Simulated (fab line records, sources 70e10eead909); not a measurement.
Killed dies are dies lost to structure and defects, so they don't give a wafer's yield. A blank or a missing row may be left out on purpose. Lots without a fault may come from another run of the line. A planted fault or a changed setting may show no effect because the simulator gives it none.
Which tool did it? | flow nand_harc | 14 lots, 42 wafers sampled, at 5 steps of a route of 1302

WHAT THE GAUGES READ, wafer by wafer
NHARC_A_ONON_D2_THK_MEAS_02: measures by ellipsometry. Usual: thk_nm 998 nm, standard deviation 7.2.
lot  | measured     | on            | thk_nm (nm)    | flag
L495 | day 12 05:50 | film_metro-02 | 995 995 997    |
L496 | day 13 00:57 | film_metro-01 | 997 999 996    |
L497 | day 13 08:38 | film_metro-01 | 999 1000 998   |
L498 | day 14 02:01 | film_metro-01 | 992 993 992    |
L499 | day 14 11:58 | film_metro-02 | 1001 1001 1002 |
L500 | day 14 20:56 | film_metro-01 | 1000 1002 1001 |
L501 | day 14 21:07 | film_metro-02 | 998 995 998    |
L508 | day 18 03:38 | film_metro-02 | 993 991 991    |
L510 | day 18 09:25 | film_metro-01 | 1061 1063 1064 | OFF
L511 | day 18 19:21 | film_metro-02 | 1066 1065 1064 | OFF
L514 | day 20 05:55 | film_metro-01 | 1002 1002 999  |
L515 | day 20 17:27 | film_metro-01 | 1007 1007 1008 |
L517 | day 21 19:04 | film_metro-02 | 992 994 993    |
L518 | day 22 10:11 | film_metro-01 | 998 997 999    |

WHICH TOOL RAN EACH LOT (tool, then ch and the chambers of the sampled wafers, then the start)
lot  | NHARC_A_CHANNEL_FILL_D1_ALD_25   | NHARC_A_DECK1_JOINT_CMP_13    | NHARC_A_DECK1_JOINT_ETCHBACK_00  | NHARC_A_ONON_D2_DEP_00
L495 | ald_hk-02 ch 1,2,3, day 10 10:30 | cmp-04 ch 0,2,3, day 11 07:34 | rie_si-05 ch 0,1,2, day 11 07:54 | pecvd_onon-02 ch 0, day 12 05:20
L496 | ald_hk-02 ch 0,2, day 10 18:31   | cmp-04 ch 0,3, day 11 20:16   | rie_si-03 ch 0,2, day 11 20:38   | pecvd_onon-04 ch 0, day 13 00:26
L497 | ald_hk-03 ch 0,1,3, day 11 08:32 | cmp-03 ch 0,1,3, day 12 06:46 | rie_si-03 ch 0,1,2, day 12 07:08 | pecvd_onon-04 ch 0, day 13 08:11
L498 | ald_hk-01 ch 1,3, day 11 22:20   | cmp-04 ch 1,2, day 12 20:31   | rie_si-06 ch 1,3, day 12 20:55   | pecvd_onon-02 ch 0, day 14 01:31
L499 | ald_hk-03 ch 0,1,3, day 12 07:17 | cmp-04 ch 1,2,3, day 13 04:08 | rie_si-03 ch 0,1, day 13 04:28   | pecvd_onon-02 ch 0, day 14 11:34
L500 | ald_hk-01 ch 0,2, day 12 14:33   | cmp-03 ch 1,2, day 13 12:45   | rie_si-05 ch 0,1, day 13 13:07   | pecvd_onon-04 ch 0, day 14 20:29
L501 | ald_hk-03 ch 1,3, day 12 15:10   | cmp-04 ch 0,1, day 13 12:43   | rie_si-06 ch 0,2,3, day 13 13:08 | pecvd_onon-03 ch 0, day 14 20:43
L508 | ald_hk-01 ch 0,2,3, day 16 04:07 | cmp-02 ch 0,2,3, day 17 05:11 | rie_si-03 ch 0,2,3, day 17 05:31 | pecvd_onon-02 ch 0, day 18 03:07
L510 | ald_hk-03 ch 0,2,3, day 16 08:33 | cmp-04 ch 0,2, day 17 12:01   | rie_si-05 ch 0,2,3, day 17 12:23 | pecvd_onon-04 ch 0, day 18 08:58
L511 | ald_hk-03 ch 0,1,3, day 16 20:49 | cmp-02 ch 1,2,3, day 17 18:38 | rie_si-05 ch 1,2, day 17 19:02   | pecvd_onon-04 ch 0, day 18 18:50
L514 | ald_hk-01 ch 0,1,3, day 18 05:01 | cmp-03 ch 0,2, day 19 04:25   | rie_si-03 ch 0,2, day 19 04:47   | pecvd_onon-02 ch 0, day 20 05:24
L515 | ald_hk-01 ch 0,2,3, day 18 21:56 | cmp-02 ch 0,1,2, day 19 19:14 | rie_si-05 ch 0,1,2, day 19 19:36 | pecvd_onon-03 ch 0, day 20 16:56
L517 | ald_hk-02 ch 1,2,3, day 19 17:59 | cmp-03 ch 1,2,3, day 20 17:07 | rie_si-06 ch 0,2,3, day 20 17:28 | pecvd_onon-03 ch 0, day 21 18:37
L518 | ald_hk-01 ch 1,2,3, day 19 23:54 | cmp-04 ch 2,3, day 21 01:57   | rie_si-03 ch 0,1,2, day 21 02:20 | pecvd_onon-02 ch 0, day 22 09:41
- NHARC_A_CHANNEL_FILL_D1_ALD_25: deposits SiOx, target thk 60 nm, pulse time 10 s, ald cycles 600.
- NHARC_A_DECK1_JOINT_CMP_13: polishes, target thk 51.023 nm.
- NHARC_A_DECK1_JOINT_ETCHBACK_00: etches the open film in HBr, target depth 30 nm, time 17.4 s.
- NHARC_A_ONON_D2_DEP_00: target thk 1000 nm.

WHAT THE TOOLS THEMSELVES READ (means of the sampled wafers that have a number; where no wafer has one, the mark that the record gives instead)
NHARC_A_CHANNEL_FILL_D1_ALD_25. Usual: heater_power_outer_w 248 W, standard deviation 32; heater_power_w 449 W, standard deviation 52; precursor_pulse_height_rel 0.998, standard deviation 0.02.
lot  | tool      | heater_power_outer_w (W) | heater_power_w (W) | precursor_pulse_height_rel | flag
L495 | ald_hk-02 | 222                      | 413                | 0.996                      |
L496 | ald_hk-02 | 256                      | 485                | 0.973                      |
L497 | ald_hk-03 | 265                      | 469                | 0.982                      |
L498 | ald_hk-01 | 217                      | 377                | 1.004                      |
L499 | ald_hk-03 | 263                      | 466                | 1.004                      |
L500 | ald_hk-01 | 241                      | 420                | 0.996                      |
L501 | ald_hk-03 | 245                      | 437                | 1.015                      |
L508 | ald_hk-01 | 227                      | 408                | 1.000                      |
L510 | ald_hk-03 | 285                      | 502                | 0.998                      |
L511 | ald_hk-03 | 264                      | 469                | 0.997                      |
L514 | ald_hk-01 | 220                      | 392                | 0.999                      |
L515 | ald_hk-01 | 229                      | 408                | 1.002                      |
L517 | ald_hk-02 | 231                      | 432                | 1.000                      |
L518 | ald_hk-01 | 226                      | 412                | 0.986                      |

NHARC_A_DECK1_JOINT_CMP_13. Usual: motor_current_A 12.6 A, standard deviation 1.5; time_to_endpoint_s 9.4 s, standard deviation 2.6.
lot  | tool   | motor_current_A (A) | time_to_endpoint_s (s) | flag
L495 | cmp-04 | 12.3                | 10.7                   |
L496 | cmp-04 | 12.5                | 9.7                    |
L497 | cmp-03 | 11.5                | 7.0                    |
L498 | cmp-04 | 12.7                | 11.1                   |
L499 | cmp-04 | 12.3                | 8.2                    |
L500 | cmp-03 | 11.1                | 6.3                    |
L501 | cmp-04 | 13.7                | 11.1                   |
L508 | cmp-02 | 12.8                | 6.9                    |
L510 | cmp-04 | 13.7                | 11.8                   |
L511 | cmp-02 | 14.0                | 8.8                    |
L514 | cmp-03 | 10.1                | 10.8                   |
L515 | cmp-02 | 13.7                | 10.3                   |
L517 | cmp-03 | 11.2                | 8.1                    |
L518 | cmp-04 | 11.7                | 9.6                    |

NHARC_A_DECK1_JOINT_ETCHBACK_00. Usual: bias_w 59.99 W, standard deviation 0.17; drypump_motor_current_A 5.6 A, standard deviation 0.46; oes_product_au 0.997 a.u., standard deviation 0.012; rf_fwd_power_W 343.0 W, standard deviation 1.8; throttle_valve_pct 23.266 %, standard deviation 0.0092.
lot  | tool      | bias_w (W) | drypump_motor_current_A (A) | oes_product_au (a.u.) | rf_fwd_power_W (W) | throttle_valve_pct (%) | flag
L495 | rie_si-05 | 60.01      | 5.8                         | 0.995                 | 342.1              | 23.262                 |
L496 | rie_si-03 | 60.10      | 5.5                         | 1.006                 | 343.2              | 23.259                 |
L497 | rie_si-03 | 59.93      | 5.1                         | 0.991                 | 342.4              | 23.266                 |
L498 | rie_si-06 | 60.00      | 5.9                         | 1.001                 | 343.2              | 23.266                 |
L499 | rie_si-03 | 60.07      | 5.3                         | 0.990                 | 342.1              | 23.271                 |
L500 | rie_si-05 | 60.10      | 5.7                         | 1.016                 | 342.2              | 23.268                 |
L501 | rie_si-06 | 60.00      | 5.6                         | 0.997                 | 342.9              | 23.268                 |
L508 | rie_si-03 | 59.95      | 5.4                         | 0.996                 | 344.0              | 23.267                 |
L510 | rie_si-05 | 60.00      | 5.8                         | 0.998                 | 343.0              | 23.264                 |
L511 | rie_si-05 | 59.98      | 6.1                         | 0.998                 | 341.1              | 23.265                 |
L514 | rie_si-03 | 59.95      | 5.3                         | 0.980                 | 344.7              | 23.266                 |
L515 | rie_si-05 | 59.97      | 5.8                         | 1.006                 | 342.7              | 23.257                 |
L517 | rie_si-06 | 60.04      | 5.7                         | 1.011                 | 343.8              | 23.267                 |
L518 | rie_si-03 | 60.00      | 5.1                         | 0.984                 | 342.0              | 23.269                 |

THE ANSWER, worked out from the rows above alone
Rule: a lot is off if the mean of its wafers that have a number lies more than 3 standard deviations from the usual mean. A lot without any number at a reading at which 4 lots or more have one is off too. The other lots that the step has rows for count as sound. The gauges are gone through in route order, then the tools' own readings, and for those a lot's mean is taken as printed above. The first step at which some lot is off is used, and at that step the reading that is off furthest; a lot without a number counts as furthest.
Off: L510, L511, at NHARC_A_ONON_D2_THK_MEAS_02 (thk_nm).
A tool fits if, at a process step before that reading, it ran every lot that is off, and no sound lot after the first of them. The gauges at NHARC_A_ONON_D2_THK_MEAS_02 are tried like those tools. Can't be told from this: 2 tools fit, ald_hk-03 at NHARC_A_CHANNEL_FILL_D1_ALD_25, pecvd_onon-04 at NHARC_A_ONON_D2_DEP_00.

WHAT THE SIMULATOR HAD PUT IN
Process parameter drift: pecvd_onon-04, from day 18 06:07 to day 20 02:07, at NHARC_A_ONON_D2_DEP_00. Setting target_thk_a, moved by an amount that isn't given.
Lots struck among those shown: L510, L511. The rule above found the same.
